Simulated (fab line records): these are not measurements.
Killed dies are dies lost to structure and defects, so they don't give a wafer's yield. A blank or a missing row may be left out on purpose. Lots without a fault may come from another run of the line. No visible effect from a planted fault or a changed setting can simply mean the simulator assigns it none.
A lot that was struck, set against a sound lot || flow n5 finfet || 42 steps out of a route of 1938
Sound: wafers L763.2, L763.4, L763.5. Struck: wafers L773.4, L773.5, L773.6. Last of all comes the cause.
Per side, at each step with rows, come the tool, then ch with its chambers, and then its first start. Under that, the readings that differ: sound wafers || struck wafers || difference of the means || sigmas: that difference in standard deviations of wafers without a fault.
alike: readings whose means differ by less than 2 such deviations, and words and numbers that are the same on both sides. not compared: withheld readings, readings that some wafer has no value for, bounds like >300 that may hide the same value, and numbers for which the record gives no deviation and whose values overlap.
A row with sigmas, a row that says differs or no value, or rows on one side alone: a step with any of these is where the two part. Non-overlapping numbers with no deviation appear without sigmas and do not part them. Lack of a reading on every wafer of one side parts them only where that side has two or more wafers.

first, 11 steps without rows for these wafers: N5_SD_EPI_N_DESCUM_14 (chemistry O2, time 7.9 s); N5_SD_EPI_N_ETCH_34 (etches SiARC in CF4, target depth 45.5 nm, time 75.8 s); N5_SD_EPI_N_ETCH_35 (etches SOC in N2/H2, overetch 108 nm, time 486 s); N5_SD_EPI_N_STRIP_36 (strips in N2/H2); N5_SD_EPI_N_ETCHBACK_44 (etches SiNx in CH3F/O2, stops on SiO2, target depth 14.5 nm); N5_SD_EPI_N_ETCH_45 (etches SiOCN in CH3F/O2, target depth 6 nm); N5_SD_EPI_N_ETCH_16 (etches SiO2 in CHF3/O2, target depth 5 nm); N5_SD_EPI_N_STRIP_47 (strips in CHF3/O2); N5_SD_EPI_N_SD_RECESS_17 (chemistry HBr/Cl2/O2, target depth 41 nm, time 23.7 s, bt time 3 s); N5_SD_EPI_N_STRIP_38 (strips in N2/H2); N5_SD_EPI_N_WET_ETCH_43 (etches SiO2 in dHF, time 14 s, target depth 1.5 nm).
N5_SD_EPI_N_STRIP_18: strips in SPM, time 750 s.
  sound on wet bench-01 ch 0,4,6, day 3 01:13; struck on wet bench-01 ch 3,4,6, day 5 17:09
  alike: bath heat duty pct
then, 8 steps without rows for these wafers: N5_SD_EPI_N_SRD_20 (time 30 s); N5_SD_EPI_N_PRECLEAN_48 (cleans in NF3:NH3, afs cycles 2, time 20 s, sublimation time 60 s); N5_SD_EPI_N_VAPOR_ETCH_50 (etches Si in HCl, time 54 s); N5_SD_EPI_N_EPI_21 (deposits Si:P, time 690 s); N5_SD_EPI_N_PRECLEAN_24 (cleans in O3/DIW, time 60 s); N5_SD_EPI_N_SRD_25 (time 30 s); N5_SD_EPI_N_PRECLEAN_49 (cleans in NF3:NH3, afs cycles 1, time 20 s, sublimation time 60 s); N5_SD_EPI_N_LINER_46 (material SiNx, target thk 3 nm).
N5_SD_EPI_N_INSPECT_26: inspects for defects (darkfield).
  sound: defect inspect-02 at day 3 05:45; struck: defect inspect-02 at day 5 20:14
{"reading": "raw defect count", "sound": "224 273 207", "struck": "637 675 625", "difference": "+411", "sigmas": "+11"}
then, 8 steps without rows for these wafers: N5_SD_EPI_P_COAT_34 (time 60 s, resist thk 350 nm); N5_SD_EPI_P_COAT_35 (time 60 s, resist thk 35 nm); N5_SD_EPI_P_COAT_03 (resist thk 150 nm); N5_SD_EPI_P_EBR_05; N5_SD_EPI_P_SOFTBAKE_04 (time 60 s); N5_SD_EPI_P_EXPOSE_06 (exposes mask SD P BLK, target cd 240 nm); N5_SD_EPI_P_PEB_07 (peb time 60 s); N5_SD_EPI_P_DEVELOP_08 (develop time 30 s).
N5_SD_EPI_P_INSPECT_11: inspects for defects (macro).
  sound: defect inspect-02 at day 3 06:12; struck: defect inspect-02 at day 5 20:41
{"reading": "raw defect count", "sound": "3 5 3", "struck": ">300 >300 >300", "difference": "differs", "sigmas": ""}
then, 8 steps without rows for these wafers: N5_SD_EPI_P_DESCUM_14 (chemistry O2, time 7.9 s); N5_SD_EPI_P_ETCH_36 (etches SiARC in CF4, target depth 45.5 nm, time 75.8 s); N5_SD_EPI_P_ETCH_37 (etches SOC in N2/H2, overetch 108 nm, time 486 s); N5_SD_EPI_P_STRIP_38 (strips in N2/H2); N5_SD_EPI_P_ETCHBACK_46 (etches SiNx in CH3F/O2, stops on SiO2, target depth 17.5 nm); N5_SD_EPI_P_ETCH_47 (etches SiOCN in CH3F/O2, target depth 25 nm); N5_SD_EPI_P_ETCH_16 (etches SiO2 in CHF3/O2, target depth 5 nm); N5_SD_EPI_P_STRIP_50 (strips in CHF3/O2).
N5_SD_EPI_P_INSPECT_26: inspects for defects (darkfield).
  sound: defect inspect-02 at day 3 11:17; struck: defect inspect-02 at day 6 00:33
{"reading": "raw defect count", "sound": "158 177 188", "struck": "586 609 585", "difference": "+419", "sigmas": "+14"}
N5_SD_ACTIVATION_INSPECT_02: inspects for defects (darkfield).
  sound: defect inspect-01 at day 3 12:07; struck: defect inspect-01 at day 6 01:19
{"reading": "raw defect count", "sound": "179 215 205", "struck": "624 631 600", "difference": "+419", "sigmas": "+14"}
-- record jumps: 4 days separate the struck wafers' starts on either side; left off in module SD_ACTIVATION, taken up again in module BEOL_M4, whose first shown step is the route's number 1111 --
N5_BEOL_M4_RC_MEAS_101:
  sound on prober-02 ch 0, day 7 15:19; struck on prober-01 ch 0, day 10 05:58
  alike: DIBL_N, DIBL_P, IOFF_N, IOFF_P, ION_N, ION_P, SS_N, SS_P, VT_N, VT_P
-- a jump in the record: the struck wafers' starts before and after are 4 days apart (it breaks off in module BEOL_M4 and resumes in module PASSIVATION, where the first step shown is number 1936 of the route) --
N5_PASSIVATION_PROBE_49:
  the record has rows for the struck wafers here (prober-02, day 14 08:12) and none for the sound ones

WHERE THEY PART
Earliest at N5_SD_EPI_N_INSPECT_26; latest, in this record, at N5_PASSIVATION_PROBE_49.

WHY: what the simulator had put in
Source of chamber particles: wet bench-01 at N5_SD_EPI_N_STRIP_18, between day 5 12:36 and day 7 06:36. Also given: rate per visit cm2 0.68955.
